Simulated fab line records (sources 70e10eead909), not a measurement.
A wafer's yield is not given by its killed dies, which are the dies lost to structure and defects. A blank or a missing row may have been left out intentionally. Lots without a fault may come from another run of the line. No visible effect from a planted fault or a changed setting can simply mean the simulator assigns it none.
Matching of chambers -- flow nandHarc -- NHARC_P_GATE_DEP_103 on pecvd-02 has 3 sister chambers
The step deposits SiON, target thk 30 nm. 3 wafers are shown with their chamber, then 7 later ones without.

## EACH WAFER AND ITS CHAMBER
wafer,chamber,heaterPowerW (W)
L266.4,2,576
L264.1,0,766
L264.3,1,842

## WAFERS WITHOUT THEIR CHAMBER
wafer,heaterPowerW (W)
L264.4,843
L271.1,620
L271.2,705
L271.3,706
L270.2,651
L270.4,788
L270.6,712

## CHAMBER TAKEN BY EACH
wafer,from the rows above,in truth
L264.4,can't be placed: 1 or 0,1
L271.1,can't be placed: 2 or 0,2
L271.2,can't be placed: 0 or 2 or 1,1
L271.3,can't be placed: 0 or 2 or 1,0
L270.2,can't be placed: 2 or 0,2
L270.4,can't be placed: 0 or 1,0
L270.6,can't be placed: 0 or 1 or 2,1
Placed correctly: 0 of 7. Unplaceable from these rows: 7, with the true chamber sitting among the candidates in 7. Number placed wrongly: 0.
How it was worked out, from the rows above alone: a wafer's distance from a chamber is the root of the sum, over the readings, of the square of ((its reading less the chamber's mean) divided by the reading's scatter). The wafer belongs to the nearest chamber; if the next one is less than 2 further off, it can't be placed. A chamber's mean is the mean of its shown wafers. The scatter: root of mean squared gap, hidden wafer to nearest shown wafer, with one shown wafer a chamber.
